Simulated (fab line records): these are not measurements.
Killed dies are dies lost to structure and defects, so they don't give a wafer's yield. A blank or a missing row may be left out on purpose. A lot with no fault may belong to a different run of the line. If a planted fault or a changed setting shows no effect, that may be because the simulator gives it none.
3 desks, one fault	flow n5-finfet	numbers are kept per desk, each desk with only its own; the story behind them comes last

== TOOL OWNER'S DESK, rie-diel-02 ==
The tool's own readings at N5_BEOL_M1_ETCH_74 (etches underlayer in N2/H2, target depth 6.5 nm, time 5.2 s): means of the sampled wafers that have a number, for each lot that ran on this tool. A lot is out of limits, marked OUT, if its mean lies more than 4 standard deviations from the usual mean; the brackets give that distance.
Columns: A = drypump-motor-current-A at N5_BEOL_M1_ETCH_74, usual 5.6 A; B = etch-rf-on-time-s at N5_BEOL_M1_ETCH_74, usual 5.23 s; C = oes-product-au at N5_BEOL_M1_ETCH_74, usual 0.67 a.u.; D = rf-vpp-V at N5_BEOL_M1_ETCH_74, usual 523.7 V; E = showerhead-plenum-p-Torr at N5_BEOL_M1_ETCH_74, usual 2.55 Torr; F = throttle-valve-pct at N5_BEOL_M1_ETCH_74, usual 17.94 %
lot	first seen here	A	B	C	D	E	F
L282	day 6 10:38	5.8	5.20	0.76	524.9	2.60	17.98
L287	day 7 15:34	5.6	5.16	0.69	524.2	2.58	17.91
L291	day 9 00:41	5.5	5.15	0.67	525.5	2.56	17.99
L296	day 9 23:58	5.6	5.18	0.69	524.5	2.57	17.94
L303	day 12 03:14	5.3	5.17	0.70	523.7	2.59	17.81
This desk found nothing out of limits on any of the 5 lots.

== THE DEFECT DESK ==
Lot by lot, what the route's inspections counted, given as the mean of those sampled wafers with a number. A lot is out of limits, marked OUT, if its mean lies more than 4 standard deviations from the usual mean; the brackets give that distance.
Columns: A = raw-defect-count at N5_BEOL_M1_INSPECT_30, usual 397
lot	first seen here	A
L282	day 6 11:26	247
L284	day 7 06:34	364
L287	day 7 16:22	448
L291	day 9 01:30	1013 (+7.2) OUT
L296	day 10 00:47	1125 (+8.5) OUT
L300	day 11 21:00	535
L301	day 12 03:05	342
L304	day 12 03:34	403
L303	day 12 04:03	399
Finding of this desk: L291, L296 out of limits; the first was L291 at day 9 01:30, on raw-defect-count at N5_BEOL_M1_INSPECT_30. Within limits: L282, L284, L287, L300, L301, L304, L303.

== AT THE METROLOGY DESK ==
Means of the sampled wafers that have a number, per lot and without regard to the tool the lot ran on: this is what the gauges read. A lot is out of limits, marked OUT, if its mean lies more than 4 standard deviations from the usual mean; the brackets give that distance. Only the readings that lie furthest out on some lot appear, 7 of the 12 it has.
Columns: A = M1_ILD_THK at N5_BEOL_M1_THK_MEAS_01, usual 78.9 nm; B = cd-nm at N5_BEOL_M1_CD_MEAS_28, usual 23.94 nm; C = DIBL_N at N5_BEOL_M4_RC_MEAS_101, usual 37.0 mV/V; D = DIBL_P at N5_BEOL_M4_RC_MEAS_101, usual 36.7 mV/V; E = IOFF_P at N5_BEOL_M4_RC_MEAS_101, usual 0.22 nA/um; F = VT_N at N5_BEOL_M4_RC_MEAS_101, usual 250 mV; G = VT_P at N5_BEOL_M4_RC_MEAS_101, usual -250 mV
lot	first seen here	A	B	C	D	E	F	G
L282	day 6 09:16	77.8	23.89	35.5	34.6	0.23	250	-245
L284	day 7 04:31	78.7	23.78	36.8	36.4	0.25	246	-246
L287	day 7 14:47	77.7	23.65	39.1	39.2	0.26	248	-249
L291	day 8 22:29	77.9	23.68	35.5	35.8	0.19	251	-254
L296	day 9 21:31	78.6	24.19	36.9	36.9	0.23	249	-249
L300	day 11 18:37	78.7	24.18	38.1	40.2	0.24	249	-248
L301	day 12 00:49	78.6	24.04	36.8	36.0	0.21	252	-250
L304	day 12 01:19	78.4	23.97	37.3	36.2	0.22	249	-248
L303	day 12 02:03	80.0	24.22	35.8	34.6	0.21	249	-250
This desk found nothing out of limits on any of the 9 lots.

== BROUGHT TOGETHER ==
The defect desk could have raised an alarm at day 9 01:30, on L291, L296.
The desk of the tool owner found nothing out of limits.
The metrology desk saw nothing out of limits.
On record at the tool owner's desk: L291, L296, within its limits.
The metrology desk holds a record of L291, L296, inside its limits.
N5_BEOL_M1_ETCH_74 was run on rie-diel-02 by each of the lots named.

== WHAT THE SIMULATOR PUT IN ==
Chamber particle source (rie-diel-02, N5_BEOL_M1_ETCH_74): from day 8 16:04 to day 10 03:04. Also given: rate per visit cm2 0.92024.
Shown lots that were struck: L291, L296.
Hours from the fault's start to each desk's first reading out of limits: the defect desk, 9.
